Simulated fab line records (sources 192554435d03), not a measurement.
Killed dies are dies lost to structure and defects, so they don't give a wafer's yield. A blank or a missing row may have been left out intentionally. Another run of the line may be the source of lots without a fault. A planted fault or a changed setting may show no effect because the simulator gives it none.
One fault seen from 2 desks :: flow n5_finfet :: each desk holds nothing but its own numbers, with what lay behind them at the end

## AT THE METROLOGY DESK
Means of the sampled wafers that have a number, per lot and without regard to the tool the lot ran on: this is what the gauges read. Marked OUT: a lot whose mean sits more than 4 standard deviations from the usual mean, which makes it out of limits; the brackets give that distance. 7 of its 10 readings are shown, namely those furthest out on some lot.
Columns: A = DIBL_N at N5_BEOL_M4_RC_MEAS_101, usual 36.3 mV/V; B = DIBL_P at N5_BEOL_M4_RC_MEAS_101, usual 36.3 mV/V; C = IOFF_N at N5_BEOL_M4_RC_MEAS_101, usual 0.160 nA/um; D = IOFF_P at N5_BEOL_M4_RC_MEAS_101, usual 0.210 nA/um; E = ION_N at N5_BEOL_M4_RC_MEAS_101, usual 675 uA/um; F = SS_P at N5_BEOL_M4_RC_MEAS_101, usual 73.4 mV/dec; G = VT_P at N5_BEOL_M4_RC_MEAS_101, usual -250.1 mV
lot: L860
first seen here: day 9 18:31
A: 36.1
B: 37.9
C: 0.156
D: 0.193
E: 678
F: 73.3
G: -252.5

lot: L875
first seen here: day 15 02:37
A: 39.1
B: 39.7
C: 0.200
D: 0.257
E: 688
F: 74.4
G: -246.3

lot: L876
first seen here: day 15 03:05
A: 37.0
B: 37.0
C: 0.151
D: 0.195
E: 666
F: 72.4
G: -254.1

lot: L879
first seen here: day 16 03:26
A: 35.6
B: 36.2
C: 0.164
D: 0.210
E: 685
F: 73.1
G: -248.3
Finding of this desk: none of the 4 lots has anything out of limits.

## TOOL OWNER'S DESK, pecvd-01
The tool's own readings at N5_BEOL_M0_SAQP_PECVD_00 (deposits SiCN from 3MS/NH3, target thk 8 nm, time 14 s): means of the sampled wafers that have a number, for each lot that ran on this tool. Marked OUT: a lot whose mean sits more than 4 standard deviations from the usual mean, which makes it out of limits; the brackets give that distance.
Columns: A = showerhead_plenum_p_Torr at N5_BEOL_M0_SAQP_PECVD_00, usual 3.666 Torr; B = throttle_valve_pct at N5_BEOL_M0_SAQP_PECVD_00, usual 9.0 %
lot: L860
first seen here: day 6 05:13
A: 3.659
B: 8.7

lot: L875
first seen here: day 9 22:43
A: 3.671
B: 8.8

lot: L876
first seen here: day 10 07:08
A: 3.655
B: 9.1
Finding of this desk: none of the 3 lots has anything out of limits.

## BROUGHT TOGETHER
Metrology desk: nothing out of limits seen.
The tool owner's desk saw nothing out of limits.

## WHAT THE SIMULATOR PUT IN
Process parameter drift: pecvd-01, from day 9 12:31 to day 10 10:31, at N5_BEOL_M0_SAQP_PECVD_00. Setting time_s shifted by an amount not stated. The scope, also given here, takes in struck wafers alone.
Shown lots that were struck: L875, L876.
